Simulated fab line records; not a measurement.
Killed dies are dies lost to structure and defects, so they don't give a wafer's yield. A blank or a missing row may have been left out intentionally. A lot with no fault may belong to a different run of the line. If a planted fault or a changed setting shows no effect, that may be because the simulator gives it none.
A lot that was struck, set against a sound lot	flow n5 finfet	32 out of 1938 route steps
Sound: the wafers L120.2, L120.4, L120.5. Wafers struck: L130.1, L130.4, L130.6. At the end, the cause is stated.
Order at every step that has rows: each side's tool, ch and its chambers, its first start. Under that, the readings that differ: sound wafers	struck wafers	difference of the means	sigmas: that difference in standard deviations of wafers without a fault.
alike: same words and numbers on both sides, and readings whose means sit less than 2 such deviations apart. not compared: any withheld reading, any reading some wafer has no value for, any bound like >300 that may hide the same value, and any number with overlapping values for which the record gives no deviation.
The two part at a step that has a row with sigmas, a row that says differs or no value, or rows on one side only. Numbers that have no deviation but don't overlap get no sigmas and don't part them. A reading missing from all wafers of one side parts the sides only when that side holds two or more wafers.

first, 10 steps without rows for these wafers: N5_SD_EPI_P_SRD_20 (time 30 s); N5_SD_EPI_P_PRECLEAN_51 (cleans in NF3:NH3, afs cycles 1, time 20 s, sublimation time 60 s); N5_SD_EPI_P_VAPOR_ETCH_44 (etches SiGe30 in NF3/Ar, time 3.3 s); N5_SD_EPI_P_EPI_21 (deposits SiGe:B, time 355 s); N5_SD_EPI_P_HM_STRIP_48 (strips SiNx in H3PO4, material SiNx, target depth 3 nm); N5_SD_EPI_P_SRD_49 (time 30 s); N5_SD_EPI_P_PRECLEAN_24 (cleans in O3/DIW, time 45 s); N5_SD_EPI_P_PRECLEAN_32 (cleans in dHF, time 10 s); N5_SD_EPI_P_PRECLEAN_33 (cleans in SC2, time 45 s); N5_SD_EPI_P_SRD_25 (time 30 s).
N5_SD_ACTIVATION_RTA_00: time 0 s.
  sound on rtp anneal-02 ch 0, day 6 16:59; struck on rtp anneal-02 ch 0, day 9 05:52
reading	sound	struck	difference	sigmas
lamp power pct (%)	8.97 8.90 9.04	9.41 9.39 9.31	+0.40	+8
lamp_zone_1_pct (%)	8.979 8.952 9.008	9.336 9.332 9.356	+0.362	+16
lamp_zone_2_pct (%)	8.957 8.932 8.959	9.317 9.386 9.353	+0.403	+15
lamp_zone_3_pct (%)	8.949 8.943 8.937	9.323 9.373 9.395	+0.421	+16
lamp_zone_4_pct (%)	8.973 8.930 8.941	9.328 9.310 9.347	+0.380	+15
lamp_zone_5_pct (%)	8.956 8.943 8.940	9.353 9.338 9.342	+0.398	+18
lamp_zone_6_pct (%)	8.856 8.879 8.829	9.246 9.267 9.237	+0.395	+15
lamp_zone_7_pct (%)	9.301 9.346 9.326	9.776 9.784 9.787	+0.458	+18
  alike: wafer_temp_C_max
then, 19 steps without rows for these wafers: N5_SD_ACTIVATION_LSA_01 (time 0.0008 s); N5_ILD0_LINER_00 (material SiNx, target thk 4 nm, pulse time 1 s, purge time 2 s); N5_ILD0_FCVD_FILL_01 (material SiO2 flowable, target thk 200 nm, time 328.3 s); N5_ILD0_CURE_02 (time 1800 s); N5_ILD0_CMP_03 (polishes, stops on SiNx, t overpolish 1.9 s, target thk 197.38 nm); N5_ILD0_CMP_07 (polishes SiO2 flowable, stops on poly-Si, t overpolish 1.18 s, target thk 138.88 nm); N5_ILD0_PRECLEAN_10 (cleans in NF3:NH3, afs cycles 5, time 20 s, sublimation time 60 s); N5_ILD0_ALD_15 (deposits SiNx, target thk 24 nm, pulse time 1 s, ald cycles 480); N5_ILD0_CMP_12 (polishes SiNx, stops on poly-Si, t overpolish 6 s, target thk 17.67 nm); N5_SDB_HM_DEP_00 (deposits SiNx from SiH4/NH3/N2, target thk 40 nm, time 35.3 s); N5_SDB_COAT_03 (time 60 s, resist thk 100 nm); N5_SDB_COAT_04 (time 60 s, resist thk 18 nm); N5_SDB_COAT_05 (resist thk 90 nm); N5_SDB_EBR_07; N5_SDB_SOFTBAKE_06 (time 60 s); N5_SDB_EXPOSE_08 (exposes mask SDB); N5_SDB_PEB_09 (peb time 60 s); N5_SDB_DEVELOP_10 (develop time 30 s); N5_SDB_DESCUM_16 (chemistry O2, time 7.9 s).
-- the record jumps here: 5 days lie between the struck wafers' starts before and after (it left off in module SDB and takes up again in module BEOL_M4, whose first step shown is number 1111 of the route) --
N5_BEOL_M4_RC_MEAS_101:
  sound on prober-01 ch 0, day 11 10:16; struck on prober-01 ch 0, day 14 06:17
reading	sound	struck	difference	sigmas
DIBL_N (mV/V)	35.8 35.6 34.5	49.4 52.3 49.8	+15.2	+8
DIBL_P (mV/V)	36.5 35.1 34.2	41.2 40.2 40.1	+5.2	+2
IOFF_N (nA/um)	0.15 0.15 0.13	0.55 0.77 0.58	+0.49	+14
IOFF_N_85C (nA/um)	2.9 3.0 2.7	8.9 11.6 9.2	+7.0	+12
IOFF_N_LIN (nA/um)	0.070 0.068 0.065	0.194 0.192 0.178	+0.120	+9
IOFF_P (nA/um)	0.23 0.21 0.20	0.33 0.30 0.31	+0.10	+3
IOFF_P_LIN (nA/um)	0.107 0.100 0.097	0.146 0.134 0.137	+0.038	+3
ION_N (uA/um)	676 662 673	748 739 734	+70	+5
REXT_N (ohm.um)	78.2 76.6 77.8	64.1 63.1 64.3	-13.7	-9
SS_N (mV/dec)	71.2 71.7 71.3	74.7 77.4 75.9	+4.6	+8
SS_P (mV/dec)	73.2 72.4 72.0	74.1 74.8 74.3	+1.9	+3
VT_N (mV)	251 251 252	230 233 232	-20	-5
VT_N_LVT (mV)	100 100 99	84 84 85	-15	-4
  alike: ION_P, REXT_P, VT_P
-- record jumps: 5 days separate the struck wafers' starts on either side; left off in module BEOL_M4, taken up again in module PASSIVATION, whose first shown step is the route's number 1936 --
N5_PASSIVATION_PROBE_49:
  sound on prober-02 at day 15 17:10; struck on prober-01 at day 19 05:21
reading	sound	struck	difference	sigmas
killed_at_M4_up	5 5 9	19 20 21	+14	+2
killed at contacts	17 21 23	8 8 5	-13	-2
sort_bin_4_leakage (%)	0 0 0	75.93 90.42 80.00	+82.12	+99 or more
sort n pass	1062 1066 1073	181 2 130	-963	-57
sort yield pct (%)	90.0 90.3 90.9	15.3 0.2 11.0	-81.6	-58
  alike: defect limited yield, killed_at_M0_to_M3, killed at front end, killed at other, killed dies, killed on rim, killed open, killed short, sort_bin_5_function, sort_bin_6_memory

WHERE THEY PART
Last at N5_PASSIVATION_PROBE_49 as far as this record goes, first at N5_SD_ACTIVATION_RTA_00.

WHY: what the simulator had put in
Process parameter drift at N5_SD_ACTIVATION_RTA_00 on rtp anneal-02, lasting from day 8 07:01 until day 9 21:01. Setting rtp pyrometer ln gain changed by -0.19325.
